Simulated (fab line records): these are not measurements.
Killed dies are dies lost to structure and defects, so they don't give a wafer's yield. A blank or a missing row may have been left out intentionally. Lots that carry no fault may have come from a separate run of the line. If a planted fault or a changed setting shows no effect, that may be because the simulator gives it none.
Comparing a struck lot with a sound one | flow n5 finfet | 15 out of 1938 route steps
Sound: wafers L175.2, L175.3, L175.6. Struck: wafer L183.6 (L183.3, L183.5, from the same lot, were not struck and are left out); the cause is given at the end.
At each step with rows: each side's tool, then ch and its chambers, then its first start. Under that, the readings that differ: sound wafers | struck wafers | difference of the means | sigmas: that difference in standard deviations of wafers without a fault.
alike: readings with means less than 2 such deviations apart, plus words and numbers identical on both sides. not compared: withheld readings, readings lacking a value on some wafer, bounds such as >300 that could conceal the same value, and numbers that have no deviation in the record and whose values overlap.
A row with sigmas, a row that says differs or no value, or rows on one side alone: a step with any of these is where the two part. Numbers that don't overlap but have no deviation are shown without sigmas and don't part them. A reading that every wafer of one side lacks parts them only if that side has two wafers or more.

N5_BEOL_M8_VIA_ETCH_34: etches SiCOH lowk in C4F6/O2, target depth 125.5 nm, time 50.5 s.
  sound on rie diel-05 ch 0,2,3, day 13 04:37; struck on rie diel-02 ch 2, day 15 07:10
  alike: bias w, drypump motor current A, oes product au, rf vpp V, showerhead plenum p Torr, throttle valve pct
  not compared: rf hours counter h
then, 1 step without rows for these wafers: N5_BEOL_M8_STRIP_76 (strips in C4F6/O2).
N5_BEOL_M8_STRIP_36: strips in N2/H2.
  sound on rie diel-05 ch 0,2,3, day 13 04:40; struck on rie diel-02 ch 2, day 15 07:13
  alike: drypump motor current A, oes product au, rf vpp V, showerhead plenum p Torr, throttle valve pct
  not compared: rf hours counter h
N5_BEOL_M8_TRENCH_ETCH_37: etches SiCOH lowk in C4F6/O2, target depth 93.478 nm, time 31.2 s.
  sound on rie diel-05 ch 0,2,3; struck on rie diel-02 ch 2
  alike: bias w, drypump motor current A, oes product au, rf vpp V, showerhead plenum p Torr, throttle valve pct
  not compared: rf hours counter h
N5_BEOL_M8_ETCH_41: etches SiCN in CH3F/O2, target depth 31.9 nm, time 57.8 s.
  sound on rie diel-05 ch 0,2,3; struck on rie diel-02 ch 2
  alike: bias w, drypump motor current A, oes product au, rf vpp V, showerhead plenum p Torr, throttle valve pct
  not compared: rf hours counter h
then, 1 step without rows for these wafers: N5_BEOL_M8_STRIP_80 (strips in N2/H2, time 10 s).
N5_BEOL_M8_OCD_MEAS_38:
  sound on ocd-01 at day 13 04:52; struck on ocd-02 at day 15 07:25
  alike: trench depth nm
then, 4 steps without rows for these wafers: N5_BEOL_M8_HM_STRIP_39 (strips TiN in peroxide tin strip, target depth 25 nm, time 158 s); N5_BEOL_M8_SRD_40 (time 30 s); N5_BEOL_M8_PRECLEAN_42 (cleans in residue remover, time 60 s); N5_BEOL_M8_SRD_43 (time 30 s).
N5_BEOL_M8_CD_MEAS_35: the cd target is 40 nm.
  sound on cd sem-01 at day 13 05:01; struck on cd sem-03 at day 15 07:34
  alike: cd nm
N5_BEOL_M8_CURE_75: cures SiCOH lowk, time 120 s.
  sound on uv cure-03 ch 1, day 13 05:06; struck on uv cure-03 ch 2, day 15 07:42
  reading            | sound             | struck | difference | sigmas
  lamp power pct (%) | 52.21 52.31 52.29 | 50.96  | -1.31      | -23
  run length s (s)   | 178.0 178.6 178.1 | 149.7  | -28.5      | -34
  alike: wafer_temp_C_max
N5_BEOL_M8_DEGAS_44: time 60 s.
  sound on pvd sputter-01 at day 13 05:26; struck on pvd sputter-02 at day 15 08:20
  alike: heater power w
N5_PASSIVATION_PROBE_49:
  the record holds rows for the sound wafers here (prober-02, day 16 01:44) but none for the struck ones

## WHERE THEY PART
Last at N5_PASSIVATION_PROBE_49 as far as this record goes, first at N5_BEOL_M8_CURE_75.

WHY: what the simulator had put in
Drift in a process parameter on uv cure-03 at N5_BEOL_M8_CURE_75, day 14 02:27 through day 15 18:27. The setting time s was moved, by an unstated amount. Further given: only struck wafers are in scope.
